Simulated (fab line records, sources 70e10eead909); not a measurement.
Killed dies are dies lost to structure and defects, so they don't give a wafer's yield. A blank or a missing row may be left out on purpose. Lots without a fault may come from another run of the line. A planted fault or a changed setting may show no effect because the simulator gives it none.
fab line records | flow nand_harc
record lots=13 wafers=38 last_day=33
route steps=1302 shown A_ZERO_WELL@405 A_ONON_D1@433 END@1302
lots that met no fault: from a run of the same line without faults
start_h: hours from the record's first day to the start of the lot's first wafer shown | wait_h: hours since the lot's step before | " the same as in the row above | L1.1+2: a row that stands for several wafers | - no value, or no start given | * or withheld: withheld | < > ~ a bound
route shown NAME@n: a module of which the file shows steps, and the number in the route of the first | usual: mean/standard deviation of fault-free wafers | same: alike in all rows | chamber/n: place in a boat | sites: the reading at each site | _std_site: their standard deviation | _edge_site: outer sites' mean less inner sites' | radius_mm: how far each site lies from the wafer's centre | mask NAME#n: copy n | behind: the tool/chamber that last shaped the wafer | hold: why the lot was held/for how many hours/how that ended | device: the transistor (n, p or np) that didn't switch | end of line: the same wafers' tests at the end of the route | a step without rows: its recipe alone | killed: dies lost to structure and defects at the first sort, not the wafer's yield | map: a wafer's dies, x killed, . not, _ none there
set.NAME: the setting as run; set.NAME@STEP: as run at that earlier step | model.NAME: the simulator's own value behind a step, which no gauge read
steps of the route over a sample of lots; a table a step, a row a wafer
services: from which hour (start_h, from the record's first day; less than 0 if before it) a tool's chamber was out of use, for how many hours, and why
## steps
# step NHARC_A_ZERO_WELL_ETCH_13
# recipe target_depth_a=1200 time_s=40.1 hbr_flow_sccm=150 cl2_flow_sccm=50 rf_w=400 icp_w=400 bias_w=100 chemistry=HBr/Cl2
# usual drypump_motor_current_A=5.7/0.44 hbr_flow_sccm=149.9/0.44 oes_product_au=0.998/0.0095 rf_fwd_power_W=394.6/1.7 throttle_valve_pct=26.404/0.0097
# same time_s=40.1
# columns lot.wafer tool chamber start_h wait_h drypump_motor_current_A hbr_flow_sccm oes_product_au rf_fwd_power_W rf_hours_counter_h throttle_valve_pct
L505.4 rie_si-01 3 143.19 - 4.7 150.1 1.018 392.3 0.8 26.408
L505.3 " 1 " " 6.0 150.5 1.026 396.4 0.7 26.409
L505.1 " 2 " " 6.0 150.1 1.005 393.9 0.8 26.396
L506.2 rie_si-05 3 152.32 - 5.8 150.2 0.998 394.0 0.1 26.410
L506.3 " 2 " " 6.2 149.9 1.007 392.3 0.1 26.415
L506.6 " 3 " " 5.8 149.7 1.004 394.5 - 26.401
L507.3 rie_si-05 3 166.69 - 5.8 150.6 0.992 391.3 0.1 26.420
L507.2 " 0 " " 6.2 149.9 0.999 394.6 0.2 26.399
L507.5 " 2 " " 6.2 150.0 1.001 393.0 - 26.383
L508.2 rie_si-05 1 170.79 - 5.9 150.1 0.980 395.7 0.3 26.408
L508.6 " 2 " " 6.3 149.7 1.014 394.6 - 26.414
L508.5 " 3 " " 5.8 150.4 0.986 394.0 - 26.396
L511.1 rie_si-05 0 208.20 - 6.2 150.3 1.010 396.6 0.5 26.407
L511.2 " 2 " " 6.3 149.9 1.004 396.8 0.5 26.394
L511.6 " 0 " " 6.2 150.4 1.007 394.6 - 26.413
L512.1 rie_si-01 3 221.90 - 4.7 150.2 1.010 392.5 0.1 26.401
L512.3 " 1 " " 6.0 149.7 1.003 398.3 0.1 26.400
L512.6 " 2 " " 6.0 149.8 0.983 393.8 - 26.410
L513.1 rie_si-05 2 224.82 - 6.3 150.4 1.001 394.6 0.6 26.408
L513.3 " 3 " " 5.8 150.0 0.981 392.1 0.6 26.417
L513.6 " 3 " " 5.8 149.3 0.984 390.7 - 26.395
L515.3 rie_si-04 0 245.05 - 5.2 149.6 1.012 395.0 0.4 26.422
L515.1 " 2 " " 5.9 149.6 0.978 395.6 0.4 26.393
L515.2 " 3 " " 5.1 149.9 0.995 395.2 0.4 26.409
L516.1 rie_si-05 3 252.91 - 5.8 149.7 0.988 392.9 0.8 26.394
L516.6 " 0 " " 6.1 150.8 1.010 396.4 - 26.407
L523.4 rie_si-04 3 321.38 - 5.1 149.4 1.002 393.3 0.8 26.411
L523.2 " 0 " " 5.2 150.1 1.017 392.4 0.9 26.402
L523.3 " 1 " " 5.6 149.7 0.982 395.5 1.0 26.407
L525.2 rie_si-04 0 335.41 - 5.2 149.1 0.995 394.8 1.0 26.405
L525.3 " 2 " " 5.9 150.4 0.985 395.0 0.9 26.386
L525.5 " 3 " " 5.1 149.8 1.005 396.5 - 26.415
L526.3 rie_si-04 0 359.75 - 5.1 150.4 1.010 395.2 0.0 26.412
L526.1 " 1 " " 5.6 150.5 1.000 395.5 0.0 26.402
L526.2 " 2 " " 5.9 149.4 0.994 396.4 0.0 26.426
L528.2 rie_si-04 3 370.91 - 5.1 150.2 0.998 394.5 0.1 26.396
L528.6 " 3 " " 5.1 149.6 0.982 396.6 - 26.419
L528.4 " 1 " " 5.6 150.1 1.002 397.8 - 26.395
# step NHARC_A_ONON_D1_THK_MEAS_14
# recipe thk_meas_gauge=ellipsometry
# usual thk_nm=999/9.7
# columns lot.wafer tool chamber start_h wait_h thk_nm
L505.1 film_metro-02 - 167.08 - 986
L505.3 " - " " 985
L505.4 " - " " 984
L506.2 film_metro-02 - 176.29 - 1014
L506.3 " - " " 1014
L506.6 " - " " 1013
L507.2 film_metro-01 - 190.53 - 997
L507.3 " - " " 998
L507.5 " - " " 1000
L508.2 film_metro-01 - 196.91 - 998
L508.5 " - " " 998
L508.6 " - " " 997
L511.1 film_metro-02 - 232.42 - 1012
L511.2 " - " " 1012
L511.6 " - " " 1013
L512.1 film_metro-01 - 245.87 - 1002
L512.3 " - " " 1001
L512.6 " - " " 1003
L513.1 film_metro-02 - 245.91 - 1012
L513.3 " - " " 1014
L513.6 " - " " 1014
L515.1 film_metro-02 - 269.93 - 999
L515.2 " - " " 999
L515.3 " - " " 1000
L516.1 film_metro-01 - 277.12 - 988
L516.6 " - " " 990
L523.2 film_metro-01 - 347.20 - 992
L523.3 " - " " 990
L523.4 " - " " 990
L525.2 film_metro-02 - 360.47 - 999
L525.3 " - " " 998
L525.5 " - " " 997
L526.1 film_metro-01 - 383.82 - 996
L526.2 " - " " 997
L526.3 " - " " 995
L528.2 film_metro-02 - 396.26 - 983
L528.4 " - " " 984
L528.6 " - " " 984
# step NHARC_A_ONON_D1_DEP_16
# recipe target_thk_a=10000 n2_flow_sccm=2750 n2o_flow_sccm=2000 nh3_flow_sccm=500 sih4_flow_sccm=210 temp_c=400
# columns lot.wafer tool chamber start_h wait_h
L505.1+3+4 pecvd_onon-03 0 173.99 0.1
L506.2+3+6 pecvd_onon-04 0 183.89 0.1
L507.2+3+5 pecvd_onon-02 0 198.72 0.1
L508.2+5+6 pecvd_onon-04 0 204.23 0.1
L511.1+2+6 pecvd_onon-04 0 239.51 0.1
L512.1+3+6 pecvd_onon-03 0 253.15 0.1
L513.1+3+6 pecvd_onon-04 0 253.15 0.1
L515.1+2+3 pecvd_onon-04 0 277.23 0.1
L516.1+6 pecvd_onon-04 0 284.39 0.1
L523.2+3+4 pecvd_onon-04 0 354.76 0.1
L525.2+3+5 pecvd_onon-04 0 367.77 0.1
L526.1+2+3 pecvd_onon-04 0 392.99 0.1
L528.2+4+6 pecvd_onon-04 0 403.87 0.1
# step NHARC_A_ONON_D1_THK_MEAS_18
# recipe thk_meas_gauge=ellipsometry
# usual thk_nm=1000/8.4
# columns lot.wafer tool chamber start_h wait_h thk_nm
L505.1 film_metro-02 - 174.50 - 1005
L505.3 " - " " 1005
L505.4 " - " " 1005
L506.2 film_metro-02 - 184.34 - 1011
L506.3 " - " " 1011
L506.6 " - " " 1011
L507.2 film_metro-02 - 199.17 - 1001
L507.3 " - " " 1001
L507.5 " - " " 999
L508.2 film_metro-01 - 204.68 - 1000
L508.5 " - " " 1000
L508.6 " - " " 996
L511.1 film_metro-02 - 240.02 - 995
L511.2 " - " " 992
L511.6 " - " " 993
L513.1 film_metro-02 - 253.65 - 1009
L513.3 " - " " 1009
L513.6 " - " " 1010
L512.1 film_metro-01 - 253.66 - 1003
L512.3 " - " " 1004
L512.6 " - " " 1002
L515.1 film_metro-02 - 277.77 - 891
L515.2 " - " " 985
L515.3 " - " " 983
L516.1 film_metro-02 - 284.90 - 898
L516.6 " - " " 897
L523.2 film_metro-02 - 355.21 - 999
L523.3 " - " " 1001
L523.4 " - " " 1000
L525.2 film_metro-01 - 368.23 - 1012
L525.3 " - " " 1010
L525.5 " - " " 1011
L526.1 film_metro-01 - 393.50 - 1005
L526.2 " - " " 1003
L526.3 " - " " 1004
L528.2 film_metro-02 - 404.33 - 1015
L528.4 " - " " 1016
L528.6 " - " " 1016
# step NHARC_A_ONON_D1_INSPECT_32
# usual raw_defect_count=72/23
# columns lot.wafer tool chamber start_h wait_h raw_defect_count
L505.1 defect_inspect-01 - 177.44 0.0 54
L505.3 " - " " 72
L505.4 " - " " 84
L506.2 defect_inspect-01 - 187.21 0.1 163
L506.3 " - " " 100
L506.6 " - " " 80
L507.2 defect_inspect-02 - 202.02 0.0 90
L507.3 " - " " 41
L507.5 " - " " 88
L508.2 defect_inspect-02 - 207.58 0.0 112
L508.5 " - " " 65
L508.6 " - " " 77
L511.1 defect_inspect-02 - 242.85 0.0 81
L511.2 " - " " 115
L511.6 " - " " 70
L513.1 defect_inspect-01 - 256.46 0.0 85
L513.3 " - " " 99
L513.6 " - " " 86
L512.1 defect_inspect-02 - 256.52 0.0 53
L512.3 " - " " 75
L512.6 " - " " 53
L515.1 defect_inspect-02 - 280.61 0.0 59
L515.2 " - " " 75
L515.3 " - " " 69
L516.1 defect_inspect-01 - 287.86 0.0 64
L516.6 " - " " 94
L523.2 defect_inspect-02 - 358.04 0.0 82
L523.3 " - " " 117
L523.4 " - " " 83
L525.2 defect_inspect-01 - 371.08 0.0 44
L525.3 " - " " 33
L525.5 " - " " 69
L526.1 defect_inspect-01 - 396.32 0.0 63
L526.2 " - " " 54
L526.3 " - " " 88
L528.2 defect_inspect-02 - 407.15 0.0 44
L528.4 " - " " 65
L528.6 " - " " 47
# step NHARC_END_SORT_01
# recipe temp_c=25
# usual killed_at_array=49/18 killed_at_other=0.8/1 killed_at_periphery=4.2/2.8 killed_dies=54/18 killed_open=3.0/1.7 killed_short=2.5/1.6
# same gross_dies=677
# columns lot.wafer tool chamber start_h wait_h killed_at_array killed_at_other killed_at_periphery killed_dies killed_open killed_short
L507.2 prober-02 0 614.29 2.8 15 2 8 25 4 3
L507.3 prober-02 0 615.08 3.1 17 3 14 34 2 2
L507.5 prober-02 0 616.66 3.7 21 1 14 36 5 3
L506.2 prober-01 0 615.36 2.8 33 1 2 36 1 1
L506.3 prober-01 0 616.17 3.1 71 0 5 76 2 4
L506.6 prober-01 0 618.59 4.0 66 2 2 70 2 2
L511.1 prober-01 0 632.32 2.5 43 2 1 46 5 4
L511.2 prober-01 0 633.12 2.8 38 0 3 41 4 5
L511.6 prober-01 0 636.33 4.0 34 2 3 39 3 3
L523.2 prober-01 0 762.58 2.8 40 0 9 49 5 2
L523.3 prober-01 0 763.38 3.1 51 1 4 56 5 1
L523.4 prober-01 0 764.18 3.4 45 0 8 53 4 3
L525.2 prober-01 0 770.38 2.8 66 0 5 71 5 4
L525.3 prober-01 0 771.18 3.1 65 0 7 72 1 4
L525.5 prober-01 0 772.78 3.7 54 0 6 60 4 4
L526.2 prober-02 0 776.29 2.8 66 0 3 69 3 4
L528.4 prober-01 0 800.59 3.4 55 3 2 60 1 1
L528.6 prober-01 0 802.18 4.0 53 1 2 56 3 4
# killed by level:class
L507.2 P_CONTACT:chamber_film_flake=3 P_M1:chamber_film_flake=3 A_CHANNEL_FILL_D1:chamber_film_flake=3 A_DECK1_JOINT:geometric_particle:open=2 A_CHANNEL_HOLE_D2:chamber_film_flake=2 A_SLIT:chamber_film_flake=2 THIN_TSV:chamber_film_flake=2 P_CONTACT:geometric_particle:open=1
L507.3 P_M1:chamber_film_flake=6 A_CHANNEL_HOLE_D2:chamber_film_flake=6 P_CONTACT:chamber_film_flake=5 THIN_TSV:chamber_film_flake=3 A_CHANNEL_HOLE_D1:chamber_film_flake=2 A_SGD_CUT:chamber_film_flake=2 P_GATE:geometric_particle:short=1 P_M0:geometric_particle:open=1
L506.2 A_CHANNEL_HOLE_D1:chamber_film_flake=14 A_CHANNEL_HOLE_D2:chamber_film_flake=7 A_CONTACT:chamber_film_flake=5 A_STAIRCASE:chamber_film_flake=3 A_CHANNEL_FILL_D1:chamber_film_flake=2 P_M2:geometric_particle:open=1 A_ONON_D1:geometric_particle:short=1 P_BONDPAD:chamber_film_flake=1
L506.3 A_CHANNEL_HOLE_D1:chamber_film_flake=39 A_CHANNEL_HOLE_D2:chamber_film_flake=17 A_CONTACT:chamber_film_flake=4 A_CHANNEL_FILL_D1:chamber_film_flake=3 A_STAIRCASE:chamber_film_flake=3 A_BLC:chamber_film_flake=2 P_CONTACT:geometric_particle:short=1 P_M0:geometric_particle:open=1
L507.5 A_CHANNEL_HOLE_D2:chamber_film_flake=6 P_M1:chamber_film_flake=5 P_GATE:chamber_film_flake=3 P_CONTACT:chamber_film_flake=3 A_CONTACT:chamber_film_flake=3 A_SGD_CUT:chamber_film_flake=3 A_WL_FILL:geometric_particle:open=2 P_CONTACT:geometric_particle:short=1
L506.6 A_CHANNEL_HOLE_D2:chamber_film_flake=23 A_CHANNEL_HOLE_D1:chamber_film_flake=22 A_BLC:chamber_film_flake=5 A_STAIRCASE:chamber_film_flake=4 A_CHANNEL_FILL_D1:chamber_film_flake=3 A_CONTACT:chamber_film_flake=2 A_ZERO_WELL:chamber_film_flake=2 THIN_TSV:chamber_film_flake=2
L511.1 A_SLIT:chamber_film_flake=23 A_CHANNEL_HOLE_D2:chamber_film_flake=6 A_CHANNEL_HOLE_D1:chamber_film_flake=3 A_CONTACT:chamber_film_flake=3 A_CHANNEL_FILL_D1:geometric_particle:open=2 THIN_TSV:chamber_film_flake=2 P_M1:geometric_particle:open=1 A_ONON_D1:geometric_particle:short=1
L511.2 A_SLIT:chamber_film_flake=18 A_CHANNEL_HOLE_D2:chamber_film_flake=10 A_CHANNEL_FILL_D1:geometric_particle:short=2 A_CONTACT:chamber_film_flake=2 P_CONTACT:geometric_particle:open=1 P_M0:geometric_particle:open=1 A_SOURCE_PLATE:geometric_particle:short=1 A_ONON_D1:geometric_particle:short=1
L511.6 A_CHANNEL_HOLE_D2:chamber_film_flake=14 A_SLIT:chamber_film_flake=10 A_WL_FILL:chamber_film_flake=2 THIN_TSV:chamber_film_flake=2 P_CONTACT:geometric_particle:open=1 P_CONTACT:geometric_particle:short=1 A_ONON_D1:geometric_particle:open=1 A_SGD_CUT:geometric_particle:short=1
L523.2 A_CHANNEL_HOLE_D1:chamber_film_flake=19 A_SLIT:chamber_film_flake=9 P_BONDPAD:chamber_film_flake=5 A_STAIRCASE:chamber_film_flake=4 A_CONTACT:chamber_film_flake=3 P_GATE:chamber_film_flake=2 P_GATE:geometric_particle:open=1 P_M0:geometric_particle:open=1
L523.3 A_CHANNEL_HOLE_D1:chamber_film_flake=32 A_SLIT:chamber_film_flake=8 A_CONTACT:chamber_film_flake=3 A_STAIRCASE:chamber_film_flake=2 P_CONTACT:geometric_particle:open=1 P_M0:geometric_particle:open=1 A_CHANNEL_FILL_D1:geometric_particle:open=1 A_CHANNEL_FILL_D1:geometric_particle:short=1
L523.4 A_CHANNEL_HOLE_D1:chamber_film_flake=19 A_SLIT:chamber_film_flake=10 A_STAIRCASE:chamber_film_flake=7 P_BONDPAD:chamber_film_flake=4 A_CONTACT:chamber_film_flake=3 P_CONTACT:geometric_particle:short=1 P_CONTACT:geometric_particle:open=1 A_ONON_D2:geometric_particle:open=1
L525.2 A_CHANNEL_HOLE_D2:chamber_film_flake=28 A_SLIT:chamber_film_flake=9 A_STAIRCASE:chamber_film_flake=7 A_CONTACT:chamber_film_flake=6 A_CHANNEL_HOLE_D1:chamber_film_flake=5 A_SGD_CUT:chamber_film_flake=4 P_GATE:chamber_film_flake=2 P_M0:geometric_particle:open=1
L525.3 A_CHANNEL_HOLE_D2:chamber_film_flake=22 A_SLIT:chamber_film_flake=11 A_STAIRCASE:chamber_film_flake=10 A_CHANNEL_HOLE_D1:chamber_film_flake=8 A_CONTACT:chamber_film_flake=7 P_GATE:chamber_film_flake=5 A_SGD_CUT:chamber_film_flake=3 P_M0:geometric_particle:short=1
L525.5 A_CHANNEL_HOLE_D2:chamber_film_flake=16 A_CONTACT:chamber_film_flake=11 A_STAIRCASE:chamber_film_flake=7 A_SLIT:chamber_film_flake=6 A_CHANNEL_HOLE_D1:chamber_film_flake=5 P_GATE:chamber_film_flake=4 A_SGD_CUT:geometric_particle:short=2 A_SGD_CUT:chamber_film_flake=2
L526.2 A_CHANNEL_HOLE_D2:chamber_film_flake=33 A_SLIT:chamber_film_flake=20 A_CONTACT:chamber_film_flake=6 P_M0:geometric_particle:short=2 A_CHANNEL_HOLE_D1:geometric_particle:open=1 A_ONON_D2:geometric_particle:short=1 A_ONON_D2:geometric_particle:open=1 A_CHANNEL_HOLE_D2:geometric_particle:short=1
L528.4 A_CHANNEL_HOLE_D2:chamber_film_flake=29 A_CHANNEL_HOLE_D1:chamber_film_flake=10 A_SLIT:chamber_film_flake=8 A_CONTACT:chamber_film_flake=5 THIN_TSV:chamber_film_flake=3 A_WL_FILL:chamber_film_flake=2 P_GATE:geometric_particle:open=1 A_ONON_D2:geometric_particle:short=1
L528.6 A_CHANNEL_HOLE_D2:chamber_film_flake=16 A_CHANNEL_HOLE_D1:chamber_film_flake=13 A_SLIT:chamber_film_flake=11 A_CONTACT:chamber_film_flake=5 A_DECK1_JOINT:geometric_particle:short=2 A_CHANNEL_FILL_D2:geometric_particle:short=2 A_ONON_D1:geometric_particle:open=1 A_CHANNEL_FILL_D1:geometric_particle:open=1
## services
# columns tool chamber start_h hours kind
rie_si-05 - 128.00 9.0 pm
rie_si-05 0 128.00 9.0 vent_cycle
rie_si-05 1 128.00 9.0 vent_cycle
rie_si-05 2 128.00 9.0 vent_cycle
rie_si-05 3 128.00 9.0 vent_cycle
pecvd_onon-04 - 130.18 13.0 pm
rie_si-05 0 137.00 - clean
rie_si-04 - 165.00 9.0 pm
rie_si-05 2 178.50 3.3 repair
rie_si-05 0 185.12 1.2 repair
pecvd_onon-02 - 185.34 13.0 pm
rie_si-01 - 193.00 9.0 pm
rie_si-01 0 215.25 7.5 repair
pecvd_onon-03 - 227.00 13.0 pm
pecvd_onon-02 - 276.34 5.0 repair
rie_si-05 0 304.98 49.1 repair
rie_si-05 - 305.00 9.0 pm
pecvd_onon-04 - 311.18 13.0 pm
rie_si-05 1 337.45 0.9 repair
rie_si-04 - 342.00 9.0 pm
rie_si-04 2 366.18 6.6 repair
pecvd_onon-02 - 366.34 13.0 pm
rie_si-01 - 370.00 9.0 pm
rie_si-01 0 396.46 8.3 repair
## key
first_sign step=NHARC_A_ONON_D1_THK_MEAS_18 reading=thk_nm direction=down sigmas=12 usual=1000 struck=895
effect none on later readings
met_at NHARC_A_ONON_D1_DEP_16
struck_lots L515,L516
struck_wafers L515.1,L516.1,L516.6
sort_left_out L516.1,L516.6
tester_left_out L515,L516
not_acting_at NHARC_A_ZERO_WELL_ETCH_13,NHARC_A_ONON_D1_THK_MEAS_14,NHARC_A_ONON_D1_INSPECT_32
onset_between 253.15 277.23
fault kind=process_parameter_drift tool=pecvd_onon-04 chamber=- onset_h=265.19 steps=NHARC_A_ONON_D1_DEP_16 channel=target_thk_a offset=* shape=step end_h=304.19 scope=struck_wafers_only acts_in=* stated=*
# tester_left_out: of these lots the tester's yield and bins aren't shown, on N5 and GAA mostly nor the transistor test; their killed dies are dies lost to structure and defects alone, not to doping, threshold or leakage, so they don't give the yield
# sort_left_out: the simulated sort isn't trusted on such a fault, so these wafers' sort isn't shown, and their yield isn't known
